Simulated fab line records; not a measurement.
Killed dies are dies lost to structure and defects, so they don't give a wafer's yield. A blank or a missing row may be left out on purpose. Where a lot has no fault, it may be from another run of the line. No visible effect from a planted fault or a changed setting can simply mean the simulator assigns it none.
Matching of chambers / flow n5Finfet / N5_BEOL_M11_DEP_56 on pecvd-04 has 3 sister chambers
The step deposits SiCN from 3MS/NH3, target thk 30 nm, time 10.5 s. 14 wafers are shown with their chamber, then 7 later ones without.

== WAFERS, EACH WITH ITS CHAMBER ==
wafer=L077.1; chamber=2; showerheadPlenumPTorr (Torr)=4.160; throttleValvePct (%)=16.8; chamberPressureTorr (Torr)=3.007
wafer=L077.3; chamber=0; showerheadPlenumPTorr (Torr)=4.117; throttleValvePct (%)=17.3; chamberPressureTorr (Torr)=3.004
wafer=L077.5; chamber=1; showerheadPlenumPTorr (Torr)=4.175; throttleValvePct (%)=17.0; chamberPressureTorr (Torr)=3.001
wafer=L081.2; chamber=0; showerheadPlenumPTorr (Torr)=4.122; throttleValvePct (%)=17.2; chamberPressureTorr (Torr)=2.984
wafer=L081.4; chamber=1; showerheadPlenumPTorr (Torr)=4.185; throttleValvePct (%)=17.3; chamberPressureTorr (Torr)=2.999
wafer=L081.5; chamber=2; showerheadPlenumPTorr (Torr)=4.158; throttleValvePct (%)=16.9; chamberPressureTorr (Torr)=3.001
wafer=L084.1; chamber=1; showerheadPlenumPTorr (Torr)=4.183; throttleValvePct (%)=17.0; chamberPressureTorr (Torr)=2.998
wafer=L084.3; chamber=0; showerheadPlenumPTorr (Torr)=4.115; throttleValvePct (%)=17.0; chamberPressureTorr (Torr)=3.000
wafer=L084.4; chamber=1; showerheadPlenumPTorr (Torr)=4.185; throttleValvePct (%)=17.1; chamberPressureTorr (Torr)=3.003
wafer=L085.3; chamber=2; showerheadPlenumPTorr (Torr)=4.164; throttleValvePct (%)=17.1; chamberPressureTorr (Torr)=3.006
wafer=L085.5; chamber=2; showerheadPlenumPTorr (Torr)=4.173; throttleValvePct (%)=16.9; chamberPressureTorr (Torr)=2.999
wafer=L085.6; chamber=0; showerheadPlenumPTorr (Torr)=4.126; throttleValvePct (%)=17.1; chamberPressureTorr (Torr)=3.002
wafer=L087.2; chamber=1; showerheadPlenumPTorr (Torr)=4.186; throttleValvePct (%)=17.1; chamberPressureTorr (Torr)=3.002
wafer=L087.4; chamber=0; showerheadPlenumPTorr (Torr)=4.131; throttleValvePct (%)=17.1; chamberPressureTorr (Torr)=3.002

SIGNATURES (means of the wafers above)
reading=showerheadPlenumPTorr; chamber 0=4.12220; chamber 1=4.18280; chamber 2=4.16375; scatter within a chamber=0.00591
reading=throttleValvePct; chamber 0=17.140; chamber 1=17.100; chamber 2=16.925; scatter within a chamber=0.12
reading=chamberPressureTorr; chamber 0=2.99840; chamber 1=3.00060; chamber 2=3.00325; scatter within a chamber=0.00547
Rule: for a wafer and a chamber, the distance is found by dividing, reading by reading, the gap between the wafer's reading and the chamber's mean by the reading's scatter, squaring, summing and taking the root. If the next closest chamber is less than 2 further off than the closest, the wafer can't be placed; otherwise it belongs to the closest. The scatter: take each reading less its chamber's mean, square it, sum over the shown wafers, divide by the number of wafers less the number of chambers, and take the root.

== WAFERS WITH NO CHAMBER GIVEN ==
wafer=L087.6; showerheadPlenumPTorr (Torr)=4.181; throttleValvePct (%)=17.1; chamberPressureTorr (Torr)=3.001
wafer=L088.2; showerheadPlenumPTorr (Torr)=4.154; throttleValvePct (%)=17.3; chamberPressureTorr (Torr)=3.000
wafer=L088.3; showerheadPlenumPTorr (Torr)=4.183; throttleValvePct (%)=17.1; chamberPressureTorr (Torr)=3.005
wafer=L088.5; showerheadPlenumPTorr (Torr)=4.126; throttleValvePct (%)=17.1; chamberPressureTorr (Torr)=3.005
wafer=L094.4; showerheadPlenumPTorr (Torr)=4.167; throttleValvePct (%)=17.1; chamberPressureTorr (Torr)=3.010
wafer=L094.5; showerheadPlenumPTorr (Torr)=4.131; throttleValvePct (%)=17.0; chamberPressureTorr (Torr)=3.013
wafer=L094.6; showerheadPlenumPTorr (Torr)=4.183; throttleValvePct (%)=17.2; chamberPressureTorr (Torr)=3.003

== CHAMBER TAKEN BY EACH ==
wafer=L087.6; from the rows above=1; in truth=1
wafer=L088.2; from the rows above=can't be placed: 2 or 1 or 0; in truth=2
wafer=L088.3; from the rows above=1; in truth=1
wafer=L088.5; from the rows above=0; in truth=0
wafer=L094.4; from the rows above=can't be placed: 2 or 1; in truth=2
wafer=L094.5; from the rows above=0; in truth=0
wafer=L094.6; from the rows above=1; in truth=1
Correct placement for 5 of the 7. These rows do not allow placing 2 (true chamber among the candidates in 2). Wrongly placed: 0.
